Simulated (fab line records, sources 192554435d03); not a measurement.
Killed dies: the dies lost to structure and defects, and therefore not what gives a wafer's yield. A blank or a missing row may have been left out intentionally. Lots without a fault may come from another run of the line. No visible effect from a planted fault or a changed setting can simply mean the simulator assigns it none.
fab line records    flow n5-finfet
record lots=7  wafers=21  last-day=18
route steps=1938 shown FIN_SAQP@131 PASSIVATION@1936
lots untouched by any fault: they come from a run of this same line in which no faults occurred
start-h: hours from the record's first day to the start of the lot's first wafer shown    wait-h: how many hours have passed since the lot's step before this one    " as in the row above    L1.1+2: a single row standing in for several wafers    - no value present, or no start provided    * or withheld: withheld    < > ~ a bound
route shown NAME@n: a module of which the file shows steps, and the number in the route of the first    usual: the fault-free wafers' mean and standard deviation    same: alike in all rows    chamber/n: place in a boat    sites: per-site readings    _std_site: standard deviation across them    _edge_site: inner sites' mean taken away from outer sites' mean    radius-mm: how far each site lies from the wafer's centre    mask NAME#n: copy n    behind: the tool/chamber that last shaped the wafer    hold: why the lot was held/for how many hours/how that ended    device: the n, p or np transistor that did not switch    end of line: the route-end tests of the same wafers    step lacking rows: just its recipe    killed: count of dies lost to structure and defects at first sort (not the wafer's yield)    map: the dies of a wafer, with x for killed, . for not killed, _ for no die there
set.NAME: the setting the step ran with; set.NAME@STEP: the setting that earlier step ran with    model.NAME: the simulator's own value behind a step, which no gauge read
lots seen at some steps along the route; tables by step, rows by wafer
services: when a tool's chamber went out of use (start-h, in hours from the record's first day, below 0 if earlier), for how many hours, and the reason
## steps
# step N5_FIN_SAQP_MANDREL_ETCH_58
# recipe chemistry=HBr/Cl2  target=a-Si  target-depth-a=450  bt-time-s=10  stop-on=SiNx  mask-material=SiO2  over-etch-frac=0.8  time-s=27  pressure-mtorr=10  icp-w=800  bias-w=75  HBr_flow_sccm=150  Cl2_flow_sccm=80  ends=end-point
# usual drypump-motor-current-A=5.8/0.46  oes-product-au=0.696/0.012  rf-fwd-power-W=794.7/2.9  throttle-valve-pct=35.6/0.34
lot.wafer  tool       chamber  start-h  wait-h  drypump-motor-current-A  oes-product-au  rf-fwd-power-W  rf-hours-counter-h  throttle-valve-pct
L991.2     rie-si-01  2        25.32    0.0     5.9                      0.693           793.3           186                 35.5
L991.4     "          0        "        "       6.0                      0.709           792.3           168                 35.6
L991.6     "          1        "        "       6.3                      0.703           794.0           -                   35.1
L994.1     rie-si-02  2        44.32    0.0     5.8                      0.680           795.4           102                 36.0
L994.3     "          1        "        "       6.4                      0.698           791.7           1                   35.9
L994.5     "          0        "        "       5.4                      0.711           797.5           -                   35.9
L105.3     rie-si-01  0        107.62   0.0     5.9                      0.704           798.6           170                 35.6
L105.4     "          2        "        "       5.9                      0.701           797.6           188                 35.5
L105.6     "          1        "        "       6.3                      0.707           795.8           -                   35.1
L107.2     rie-si-02  0        119.90   0.0     5.4                      0.714           797.2           72                  35.9
L107.3     "          2        "        "       5.8                      0.675           794.6           103                 36.0
L107.5     "          2        "        "       5.8                      0.698           795.4           -                   36.0
L108.3     rie-si-02  0        126.13   0.0     5.4                      0.710           797.2           72                  35.9
L108.5     "          0        "        "       5.4                      0.702           800.1           -                   35.9
L108.6     "          1        "        "       6.4                      0.717           789.8           -                   35.9
L111.1     rie-si-02  3        144.20   0.0     5.6                      0.687           793.6           176                 35.8
L111.2     "          0        "        "       5.4                      0.711           801.4           72                  35.9
L111.6     "          2        "        "       5.8                      0.673           799.6           -                   36.0
L113.2     rie-si-01  1        156.49   0.0     6.3                      0.688           793.3           99                  35.2
L113.5     "          0        "        "       6.0                      0.707           792.4           -                   35.6
L113.6     "          2        "        "       5.8                      0.695           795.2           -                   35.5
# step N5_FIN_SAQP_RECESS_63
# recipe chemistry=HF/NH3  target=SiO2  target-depth-a=180  afs-cycles=3  temp-c=30  sublimation-temp-c=180  sublimation-time-s=60
# step N5_FIN_SAQP_COAT_68
# recipe resist=SOC  temp-c=250  time-s=60  spin-rpm=1500  resist-thk-nm=100
# step N5_FIN_SAQP_ETCH_69
# recipe chemistry=N2/H2  target=SOC  target-depth-a=1500  stop-on=SiNx  ion-energy-ev=100  bias-w=61  pressure-mtorr=30  source-w=850  n2-flow-sccm=200  h2-flow-sccm=200
# usual drypump-motor-current-A=5.7/0.36  oes-product-au=0.79/0.11  rf-fwd-power-W=843/3.3  rf-vpp-V=240.5/1.6  showerhead-plenum-p-Torr=2.53/0.11  throttle-valve-pct=17.88/0.25
lot.wafer  tool         chamber  start-h  wait-h  drypump-motor-current-A  oes-product-au  rf-fwd-power-W  rf-hours-counter-h  rf-vpp-V  showerhead-plenum-p-Torr  throttle-valve-pct
L991.2     rie-diel-05  3        25.86    -       5.5                      0.72            846             187                 241.5     2.64                      17.97
L991.4     "            2        "        "       5.7                      0.96            847             1                   241.7     2.69                      17.51
L991.6     "            1        "        "       5.6                      0.68            845             -                   239.0     2.52                      18.14
L994.1     rie-diel-03  2        45.00    -       5.6                      0.71            849             185                 237.5     2.44                      18.06
L994.3     "            0        "        "       5.7                      0.71            840             223                 239.4     2.41                      17.77
L994.5     "            3        "        "       6.5                      0.75            846             -                   242.5     2.53                      17.42
L105.3     rie-diel-05  2        108.15   -       5.6                      0.89            846             27                  242.4     2.68                      17.57
L105.4     "            0        "        "       5.5                      0.81            840             92                  238.5     2.37                      18.19
L105.6     "            0        "        "       5.6                      0.80            844             -                   238.2     2.37                      18.18
L107.2     rie-diel-05  2        120.43   -       5.6                      0.87            843             31                  243.3     2.68                      17.56
L107.3     "            0        "        "       5.5                      0.80            837             96                  239.9     2.37                      18.18
L107.5     "            2        "        "       5.6                      0.87            844             -                   242.4     2.68                      17.56
L108.3     rie-diel-01  0        126.66   -       5.6                      0.94            843             2                   239.7     2.50                      17.72
L108.5     "            1        "        "       5.8                      0.91            849             -                   240.1     2.50                      17.78
L108.6     "            3        "        "       6.5                      0.93            844             -                   243.3     2.70                      17.78
L111.1     rie-diel-05  2        144.81   -       5.7                      0.86            843             40                  244.2     2.68                      17.58
L111.2     "            3        "        "       5.5                      0.69            844             227                 242.3     2.63                      18.03
L111.6     "            0        "        "       5.6                      0.78            848             -                   238.4     2.37                      18.21
L113.2     rie-diel-05  0        157.04   -       5.6                      0.79            844             110                 237.7     2.37                      18.20
L113.5     "            0        "        "       5.5                      0.78            843             -                   238.2     2.37                      18.21
L113.6     "            1        "        "       5.6                      0.95            839             -                   239.3     2.51                      17.70
# step N5_FIN_SAQP_ETCH_67
# recipe chemistry=CH3F/O2  target=SiNx  target-depth-a=300  mask-material=SOC  pressure-mtorr=30  source-w=395  bias-w=73  Ar_flow_sccm=150  CH3F_flow_sccm=30  O2_flow_sccm=20  ion-energy-ev=120
# step N5_FIN_SAQP_STRIP_70
# recipe chemistry=N2/H2  power-w=500  temp-c=40  pressure-mtorr=50  rf-frequency-hz=6e+07  overash-fraction=0.3  bias-power-w=28  h2-frac=0.5  n2-flow-sccm=300  h2-flow-sccm=300
# usual drypump-motor-current-A=5.7/0.35  oes-product-au=0.80/0.11  rf-vpp-V=121.9/1  showerhead-plenum-p-Torr=3.35/0.14  throttle-valve-pct=18.9/0.34
lot.wafer  tool         chamber  start-h  wait-h  drypump-motor-current-A  oes-product-au  rf-hours-counter-h  rf-vpp-V  showerhead-plenum-p-Torr  throttle-valve-pct
L991.2     rie-diel-05  3        25.96    0.0     5.5                      0.73            187                 122.0     3.49                      18.8
L991.4     "            2        "        "       5.6                      0.97            1                   123.6     3.55                      18.6
L991.6     "            1        "        "       5.6                      0.69            -                   123.8     3.33                      19.4
L994.1     rie-diel-03  2        45.10    0.0     5.7                      0.73            185                 120.6     3.23                      19.1
L994.3     "            0        "        "       5.7                      0.71            223                 121.6     3.19                      19.0
L994.5     "            3        "        "       6.4                      0.74            -                   122.5     3.34                      18.2
L105.3     rie-diel-05  2        108.25   0.0     5.6                      0.91            28                  122.0     3.54                      18.7
L105.4     "            0        "        "       5.5                      0.82            92                  121.1     3.14                      19.3
L105.6     "            0        "        "       5.5                      0.81            -                   119.6     3.14                      19.3
L107.2     rie-diel-05  2        120.53   0.0     5.6                      0.88            32                  123.6     3.53                      18.7
L107.3     "            0        "        "       5.6                      0.81            96                  120.6     3.14                      19.3
L107.5     "            2        "        "       5.6                      0.89            -                   123.3     3.53                      18.7
L108.3     rie-diel-01  0        126.76   0.0     5.6                      0.95            2                   121.7     3.31                      18.8
L108.5     "            1        "        "       5.8                      0.92            -                   121.8     3.31                      19.3
L108.6     "            3        "        "       6.5                      0.93            -                   121.4     3.56                      18.7
L111.1     rie-diel-05  2        144.91   0.0     5.6                      0.88            41                  123.0     3.53                      18.7
L111.2     "            3        "        "       5.5                      0.70            227                 121.3     3.47                      18.9
L111.6     "            0        "        "       5.5                      0.81            -                   120.8     3.14                      19.3
L113.2     rie-diel-05  0        157.14   0.0     5.6                      0.80            110                 120.6     3.13                      19.3
L113.5     "            0        "        "       5.6                      0.78            -                   121.2     3.14                      19.3
L113.6     "            1        "        "       5.6                      0.96            -                   121.3     3.31                      19.0
# step N5_FIN_SAQP_RECESS_71
# recipe chemistry=HF/NH3  target=SiO2  target-depth-a=30  afs-cycles=1  temp-c=30  sublimation-temp-c=180  sublimation-time-s=60
# usual drypump-motor-current-A=5.74/0.087
lot.wafer  tool           chamber  start-h  wait-h  drypump-motor-current-A
L991.2     vapor-etch-02  0        26.02    0.0     5.89
L991.4     "              1        "        "       5.75
L991.6     "              0        "        "       5.86
L994.1     vapor-etch-01  1        45.16    0.0     5.60
L994.3     "              1        "        "       5.62
L994.5     "              0        "        "       5.78
L105.3     vapor-etch-01  0        108.35   0.1     5.77
L105.4     "              1        "        "       5.61
L105.6     "              1        "        "       5.61
L107.2     vapor-etch-01  1        120.59   0.0     5.63
L107.3     "              0        "        "       5.77
L107.5     "              1        "        "       5.61
L108.3     vapor-etch-02  1        126.86   0.1     5.77
L108.5     "              1        "        "       5.76
L108.6     "              0        "        "       5.85
L111.1     vapor-etch-02  1        144.97   0.0     5.76
L111.2     "              0        "        "       5.83
L111.6     "              0        "        "       5.84
L113.2     vapor-etch-01  0        157.20   0.0     5.75
L113.5     "              1        "        "       5.61
L113.6     "              0        "        "       5.75
# step N5_FIN_SAQP_SPACER2_ALD_28
# recipe material=SiO2  target-thk-a=81  temp-c=300  ald-precursor-family=BDEAS  ald-co-reactant=O2-plasma  pulse-time-s=1  purge-time-s=2  co-reactant-purge-time-s=2  pressure-torr=2
# step N5_FIN_SAQP_SPACER2_ETCHBACK_29
# recipe chemistry=CHF3/O2  mode=anisotropic-etchback  target=SiO2  target-depth-a=122  time-s=6.1  pressure-mtorr=30  source-w=650  bias-w=170  Ar_flow_sccm=200  CHF3_flow_sccm=50  O2_flow_sccm=5  ion-energy-ev=200
# step N5_FIN_SAQP_MANDREL2_REMOVE_60
# recipe chemistry=HBr/Cl2/O2  bt-time-s=10  target=a-Si  stop-on=SiNx  endpoint=OES-SiCl  over-etch-frac=1  icp-w=600  bias-w=22  HBr_flow_sccm=150  Cl2_flow_sccm=80  O2_flow_sccm=5  pressure-mtorr=10
# usual drypump-motor-current-A=5.7/0.51  oes-product-au=0.998/0.018  throttle-valve-pct=36.7/0.35
lot.wafer  tool       chamber  start-h  wait-h  drypump-motor-current-A  oes-product-au  rf-hours-counter-h  throttle-valve-pct
L991.2     rie-si-04  0        26.58    0.1     6.4                      0.997           8                   36.3
L991.4     "          3        "        "       4.9                      1.004           148                 36.8
L991.6     "          1        "        "       4.9                      0.995           -                   36.7
L994.1     rie-si-01  3        45.72    0.1     5.8                      0.957           76                  36.3
L994.3     "          0        "        "       6.0                      0.987           169                 36.8
L994.5     "          2        "        "       5.8                      0.999           -                   36.6
L105.3     rie-si-02  2        108.86   0.1     5.8                      0.970           103                 37.1
L105.4     "          3        "        "       5.5                      0.997           176                 37.0
L105.6     "          0        "        "       5.4                      1.003           -                   37.1
L107.2     rie-si-04  3        121.20   0.1     4.8                      1.000           150                 36.8
L107.3     "          0        "        "       6.4                      0.991           9                   36.3
L107.5     "          0        "        "       6.4                      0.983           -                   36.3
L108.3     rie-si-04  3        127.40   0.1     4.9                      0.989           150                 36.8
L108.5     "          3        "        "       4.8                      0.996           -                   36.8
L108.6     "          2        "        "       6.0                      1.019           -                   36.1
L111.1     rie-si-01  3        145.65   0.1     5.8                      0.959           78                  36.3
L111.2     "          1        "        "       6.3                      1.002           99                  36.3
L111.6     "          1        "        "       6.3                      0.978           -                   36.3
L113.2     rie-si-01  1        158.40   0.1     6.3                      0.994           100                 36.3
L113.5     "          0        "        "       6.0                      0.997           -                   36.8
L113.6     "          1        "        "       6.3                      0.995           -                   36.2
# step N5_FIN_SAQP_CD_MEAS_31
# recipe target-cd-nm=8  landing-energy-ev=1000  detector=se-inlens  polarity=line
# usual cd-nm=8.12/0.21
lot.wafer  tool       chamber  start-h  wait-h  cd-nm
L991.2     cd-sem-03  0        26.69    0.1     8.18
L991.4     "          0        "        "       8.02
L991.6     "          0        "        "       7.98
L994.1     cd-sem-01  0        45.83    0.1     8.26
L994.3     "          0        "        "       8.22
L994.5     "          0        "        "       8.56
L105.3     cd-sem-02  0        108.98   0.1     8.28
L105.4     "          0        "        "       7.85
L105.6     "          0        "        "       8.22
L107.2     cd-sem-02  0        121.33   0.1     8.33
L107.3     "          0        "        "       8.09
L107.5     "          0        "        "       8.08
L108.3     cd-sem-01  0        127.52   0.1     8.17
L108.5     "          0        "        "       8.16
L108.6     "          0        "        "       8.33
L111.1     cd-sem-03  0        145.76   0.1     7.74
L111.2     "          0        "        "       8.48
L111.6     "          0        "        "       8.19
L113.2     cd-sem-02  0        158.51   0.1     8.35
L113.5     "          0        "        "       8.28
L113.6     "          0        "        "       8.40
# step N5_FIN_SAQP_HM_OPEN_33
# recipe chemistry=CH3F/O2  target=SiNx  mask-material=SiO2  target-depth-a=494  time-s=70.6  pressure-mtorr=30  source-w=395  bias-w=73  Ar_flow_sccm=150  CH3F_flow_sccm=30  O2_flow_sccm=20  ion-energy-ev=120  ends=cleared
# step N5_FIN_SAQP_ETCH_34
# recipe chemistry=C4F6/O2  target=SiO2  target-depth-a=450  time-s=15  ion-energy-ev=250  pressure-mtorr=30  source-w=345  bias-w=185  Ar_flow_sccm=300  C4F6_flow_sccm=10  O2_flow_sccm=10  ends=cleared
# usual drypump-motor-current-A=5.7/0.37  etch-rf-on-time-s=14.94/0.3  oes_ar_750_au=0.79/0.1  oes-product-au=0.68/0.091  rf-fwd-power-W=336.4/1.1  rf-vpp-V=675/12  showerhead-plenum-p-Torr=2.83/0.13  throttle-valve-pct=21.10/0.24
lot.wafer  tool         chamber  start-h  wait-h  drypump-motor-current-A  etch-rf-on-time-s  oes_ar_750_au  oes-product-au  rf-fwd-power-W  rf-hours-counter-h  rf-vpp-V  showerhead-plenum-p-Torr  throttle-valve-pct
L991.2     rie-diel-05  2        26.80    0.0     5.6                      15.11              0.97           0.83            337.2           1                   681       3.01                      20.78
L991.4     "            1        "        "       5.6                      15.34              0.69           0.59            334.8           217                 656       2.83                      21.39
L991.6     "            3        "        "       5.5                      14.73              0.74           0.62            335.6           -                   677       2.95                      21.24
L994.1     rie-diel-03  0        46.15    0.0     5.6                      14.97              0.71           0.60            337.7           224                 672       2.69                      20.88
L994.3     "            2        "        "       5.7                      15.13              0.71           0.61            336.8           185                 673       2.72                      21.24
L994.5     "            3        "        "       6.4                      14.51              0.75           0.65            337.0           -                   690       2.84                      20.77
L105.3     rie-diel-05  0        109.17   0.0     5.5                      14.79              0.81           0.70            337.9           92                  653       2.64                      21.32
L105.4     "            1        "        "       5.5                      16.87              0.58           0.55            252.8           244                 754       2.82                      21.39
L105.6     "            0        "        "       5.5                      14.77              0.81           0.70            337.8           -                   652       2.64                      21.32
L107.2     rie-diel-05  3        121.44   0.0     5.5                      14.82              0.72           0.61            335.9           218                 678       2.93                      21.31
L107.3     "            2        "        "       5.7                      15.11              0.88           0.76            337.9           32                  680       2.99                      20.83
L107.5     "            1        "        "       5.6                      17.28              0.58           0.54            255.4           -                   755       2.82                      21.40
L108.3     rie-diel-05  2        127.64   0.0     5.7                      14.94              0.87           0.75            336.0           33                  681       2.99                      20.84
L108.5     "            2        "        "       5.6                      14.98              0.88           0.75            336.2           -                   682       2.99                      20.83
L108.6     "            1        "        "       5.6                      17.08              0.57           0.54            252.4           -                   753       2.82                      21.39
L111.1     rie-diel-03  1        145.88   0.0     5.5                      14.65              0.90           0.78            337.2           36                  685       3.02                      21.09
L111.2     "            3        "        "       6.4                      14.67              0.72           0.62            336.5           173                 689       2.82                      20.83
L111.6     "            2        "        "       5.6                      15.25              0.68           0.59            336.6           -                   674       2.71                      21.29
L113.2     rie-diel-03  1        158.63   0.0     5.5                      14.69              0.89           0.76            337.3           42                  686       3.01                      21.08
L113.5     "            2        "        "       5.7                      15.24              0.68           0.59            335.7           -                   674       2.70                      21.28
L113.6     "            1        "        "       5.5                      14.73              0.90           0.76            334.9           -                   685       3.01                      21.09
# step N5_FIN_SAQP_STRIP_77
# recipe chemistry=N2/H2  time-s=90  power-w=100  temp-c=40  pressure-mtorr=100  rf-frequency-hz=6e+07  bias-power-w=3  n2-flow-sccm=300  h2-flow-sccm=300
# step N5_PASSIVATION_PROBE_49
# usual killed_at_M0_to_M3=33/11  killed_at_M4_up=14/5  killed-at-contacts=11/7.3  killed-at-front-end=43/12  killed-at-other=4/3.1  killed-dies=106/17  killed-open=69/13  killed-short=34/8.7
# same gross-dies=1180  killed-at-back-side=0
lot.wafer  tool       chamber  start-h  wait-h  killed_at_M0_to_M3  killed_at_M4_up  killed-at-contacts  killed-at-front-end  killed-at-other  killed-dies  killed-open  killed-short
L991.2     prober-01  -        326.52   0.1     18                  10               16                  36                   4                84           60           24
L991.4     prober-01  -        326.62   0.2     20                  10               8                   43                   4                85           54           31
L991.6     prober-01  -        326.72   0.3     22                  18               4                   66                   6                116          73           40
L994.1     prober-02  -        326.84   0.0     29                  12               8                   71                   3                123          92           31
L994.3     prober-02  -        326.94   0.1     44                  9                9                   33                   6                101          67           33
L994.5     prober-02  -        327.04   0.2     28                  15               8                   48                   6                105          66           39
L107.2     prober-01  -        403.94   0.1     32                  9                10                  40                   1                92           60           29
L107.3     prober-01  -        403.99   0.1     27                  9                14                  26                   5                81           52           22
L107.5     prober-01  -        404.09   0.2     20                  14               1                   39                   5                79           47           25
L108.3     prober-02  -        425.45   0.1     15                  13               5                   43                   2                78           48           29
L108.5     prober-02  -        425.55   0.2     22                  11               13                  90                   9                145          86           57
L108.6     prober-02  -        425.60   0.3     23                  14               9                   49                   2                97           57           38
L111.1     prober-01  -        438.18   0.0     29                  11               11                  33                   4                88           50           32
L111.2     prober-01  -        438.23   0.1     32                  17               5                   18                   3                75           59           14
L111.6     prober-01  -        438.43   0.3     45                  29               14                  38                   3                129          88           35
L113.2     prober-02  -        438.54   0.1     30                  9                4                   37                   8                88           65           22
L113.5     prober-02  -        438.69   0.2     31                  5                13                  55                   5                109          68           41
L113.6     prober-02  -        438.74   0.3     15                  12               12                  51                   10               100          63           37
# killed by level:class
L991.2 MOL_CONTACT_COAG:geometric-particle:open=13 STI_FIN_REVEAL:geometric-particle:open=10 FIN_SAQP:geometric-particle:open=9 BEOL_M1:geometric-particle:short=5 STI_FIN_REVEAL:geometric-particle:short=5 BEOL_M3:geometric-particle:open=5 FIN_SAQP:geometric-particle:short=4 DUMMY_GATE:geometric-particle:open=4
L991.4 FIN_SAQP:geometric-particle:short=14 STI_FIN_REVEAL:geometric-particle:open=14 MOL_CONTACT_COAG:geometric-particle:open=8 FIN_SAQP:geometric-particle:open=5 STI_FIN_REVEAL:geometric-particle:short=5 BEOL_M1:geometric-particle:open=5 BEOL_M4:geometric-particle:open=5 BEOL_M3:geometric-particle:open=4
L991.6 STI_FIN_REVEAL:geometric-particle:open=18 FIN_SAQP:geometric-particle:open=15 FIN_SAQP:geometric-particle:short=12 BEOL_M0_SAQP:geometric-particle:open=7 BEOL_M4:geometric-particle:open=7 GATE_CUT:geometric-particle:short=6 BEOL_M0_SAQP:geometric-particle:short=5 BEOL_M1:geometric-particle:short=5
L994.1 STI_FIN_REVEAL:geometric-particle:open=37 BEOL_M1:geometric-particle:open=12 FIN_SAQP:geometric-particle:open=11 FIN_SAQP:geometric-particle:short=9 MOL_CONTACT_COAG:geometric-particle:open=8 BEOL_M0_SAQP:geometric-particle:open=6 BEOL_M4:geometric-particle:open=4 STI_FIN_REVEAL:geometric-particle:short=4
L994.3 BEOL_M1:geometric-particle:open=12 BEOL_M0_SAQP:geometric-particle:open=10 BEOL_M0_SAQP:geometric-particle:short=7 STI_FIN_REVEAL:geometric-particle:open=6 MOL_CONTACT_COAG:geometric-particle:open=6 DUMMY_GATE:geometric-particle:open=5 BEOL_M0:geometric-particle:open=5 BEOL_M4:geometric-particle:open=5
L994.5 STI_FIN_REVEAL:geometric-particle:open=12 FIN_SAQP:geometric-particle:open=10 FIN_SAQP:geometric-particle:short=8 BEOL_M1:geometric-particle:open=8 GATE_CUT:geometric-particle:short=6 MOL_CONTACT_COAG:geometric-particle:open=6 BEOL_M0_SAQP:geometric-particle:short=6 BEOL_M4:geometric-particle:open=5
L107.2 STI_FIN_REVEAL:geometric-particle:open=11 MOL_CONTACT_COAG:geometric-particle:open=9 BEOL_M0_SAQP:geometric-particle:open=9 BEOL_M0_SAQP:geometric-particle:short=6 BEOL_M2:geometric-particle:open=5 STARTING-WAFER:geometric-particle:short=5 STI_FIN_REVEAL:geometric-particle:short=4 BEOL_M3:geometric-particle:open=4
L107.3 MOL_CONTACT_COAG:geometric-particle:open=8 BEOL_M1:geometric-particle:open=8 BEOL_M3:geometric-particle:open=7 MOL_CONTACT_COAG:geometric-particle:short=4 BEOL_M0_SAQP:geometric-particle:open=4 BEOL_M2:geometric-particle:open=4 STI_FIN_REVEAL:geometric-particle:open=3 BEOL_M4:geometric-particle:open=3
L107.5 STI_FIN_REVEAL:geometric-particle:open=7 BEOL_M0_SAQP:geometric-particle:open=7 DUMMY_GATE:geometric-particle:open=6 HKMG_FIN:area-etch=6 BEOL_M4:geometric-particle:open=5 GATE_CUT:geometric-particle:short=4 BEOL_M3:geometric-particle:short=4 BEOL_M5:geometric-particle:open=4
L108.3 FIN_SAQP:geometric-particle:short=11 STI_FIN_REVEAL:geometric-particle:open=5 DUMMY_GATE:geometric-particle:open=5 GATE_CUT:geometric-particle:short=5 GATE_CUT:geometric-particle:open=5 MOL_CONTACT_COAG:geometric-particle:open=5 BEOL_M4:geometric-particle:open=5 ILD0:geometric-particle:short=4
L108.5 FIN_SAQP:geometric-particle:open=24 FIN_SAQP:geometric-particle:short=24 STI_FIN_REVEAL:geometric-particle:open=9 MOL_CONTACT_COAG:geometric-particle:open=8 BEOL_M1:geometric-particle:open=7 GATE_CUT:geometric-particle:short=7 DUMMY_GATE:geometric-particle:open=6 MOL_CONTACT_COAG:geometric-particle:short=5
L108.6 FIN_SAQP:geometric-particle:short=11 FIN_SAQP:geometric-particle:open=10 BEOL_M1:geometric-particle:open=8 GATE_CUT:geometric-particle:short=7 MOL_CONTACT_COAG:geometric-particle:open=7 GATE_CUT:geometric-particle:open=5 BEOL_M3:geometric-particle:open=5 STI_FIN_REVEAL:geometric-particle:open=4
L111.1 MOL_CONTACT_COAG:geometric-particle:open=9 FIN_SAQP:geometric-particle:short=8 BEOL_M1:geometric-particle:open=7 BEOL_M2:geometric-particle:open=7 FIN_SAQP:geometric-particle:open=6 HKMG_FIN:area-etch=5 BEOL_M4:geometric-particle:open=4 GATE_CUT:geometric-particle:short=4
L111.2 BEOL_M2:geometric-particle:open=9 BEOL_M0_SAQP:geometric-particle:open=7 BEOL_M3:geometric-particle:open=6 BEOL_M7:geometric-particle:open=5 FIN_SAQP:geometric-particle:open=4 MOL_CONTACT_COAG:geometric-particle:open=4 BEOL_M4:geometric-particle:open=4 STI_FIN_REVEAL:geometric-particle:open=3
L111.6 BEOL_M4:geometric-particle:open=14 MOL_CONTACT_COAG:geometric-particle:open=11 BEOL_M2:geometric-particle:open=10 BEOL_M1:geometric-particle:open=8 BEOL_M0_SAQP:geometric-particle:open=7 DUMMY_GATE:geometric-particle:open=6 BEOL_M5:geometric-particle:open=6 STI_FIN_REVEAL:geometric-particle:open=5
L113.2 STI_FIN_REVEAL:geometric-particle:open=12 BEOL_M0_SAQP:geometric-particle:open=10 PASS1_CAP:geometric-particle:short=8 BEOL_M3:geometric-particle:open=7 FIN_SAQP:geometric-particle:short=5 DUMMY_GATE:geometric-particle:open=5 FIN_SAQP:geometric-particle:open=4 MOL_CONTACT_COAG:geometric-particle:open=4
L113.5 FIN_SAQP:geometric-particle:open=16 BEOL_M0_SAQP:geometric-particle:short=11 FIN_SAQP:geometric-particle:short=10 STI_FIN_REVEAL:geometric-particle:open=9 MOL_CONTACT_COAG:geometric-particle:open=9 ILD0:geometric-particle:short=7 BEOL_M3:geometric-particle:open=6 BEOL_M0_SAQP:geometric-particle:open=5
L113.6 FIN_SAQP:geometric-particle:short=11 MOL_CONTACT_COAG:geometric-particle:open=10 FIN_SAQP:geometric-particle:open=8 GATE_CUT:geometric-particle:open=8 STI_FIN_REVEAL:geometric-particle:open=6 PASS1_CAP:geometric-particle:open=6 DUMMY_GATE:geometric-particle:open=5 BEOL_M4:geometric-particle:short=5
## services
tool           chamber  start-h  hours  kind
vapor-etch-01  -        4.54     0.3    repair
rie-diel-05    2        4.88     -      clean
rie-diel-05    2        4.88     -      consumable-replace:focus-ring
rie-diel-05    2        4.88     -      consumable-replace:showerhead
rie-diel-05    2        4.88     17.5   scheduled-down
rie-diel-05    2        4.88     17.5   vent-cycle
vapor-etch-02  -        9.40     0.1    repair
rie-diel-03    1        19.73    -      clean
rie-diel-03    1        19.73    -      consumable-replace:focus-ring
rie-diel-03    1        19.73    -      consumable-replace:showerhead
rie-diel-03    1        19.73    14.1   scheduled-down
rie-diel-05    -        44.27    2.8    pm
rie-diel-03    2        54.26    1.3    repair
rie-diel-01    2        61.20    4.2    repair
rie-si-01      -        102.54   0.1    repair
rie-si-01      -        118.19   2.1    repair
rie-diel-05    1        129.37   -      clean
rie-diel-05    1        129.37   -      consumable-replace:focus-ring
rie-diel-05    1        129.37   22.9   scheduled-down
rie-diel-05    1        129.37   22.9   vent-cycle
vapor-etch-02  -        130.84   4.3    pm
rie-si-01      2        139.50   6.2    repair
rie-si-04      0        151.27   7.4    repair
rie-si-01      3        154.02   22.7   repair
## key
first-sign step=N5_FIN_SAQP_ETCH_34  reading=rf-fwd-power-W  direction=down  sigmas=77  usual=*  struck=*
effect step=N5_FIN_SAQP_ETCH_34  reading=etch-rf-on-time-s  direction=up  sigmas=7.2  usual=*  struck=*
met-at N5_FIN_SAQP_ETCH_34
struck-wafers L105.4,L107.5,L108.6
tester-left-out L105,L107,L108
onset-between 26.80 109.17
fault kind=process-parameter-drift  tool=rie-diel-05  chamber=1  onset-h=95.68  steps=N5_FIN_SAQP_ETCH_34  channel=source-w  offset=-82.8  shape=step  end-h=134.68  acts-in=these-recipes-only  stated=345
# tester-left-out: of these lots the tester's yield and bins aren't shown, on N5 and GAA mostly nor the transistor test; their killed dies are dies lost to structure and defects alone, not to doping, threshold or leakage, so they don't give the yield
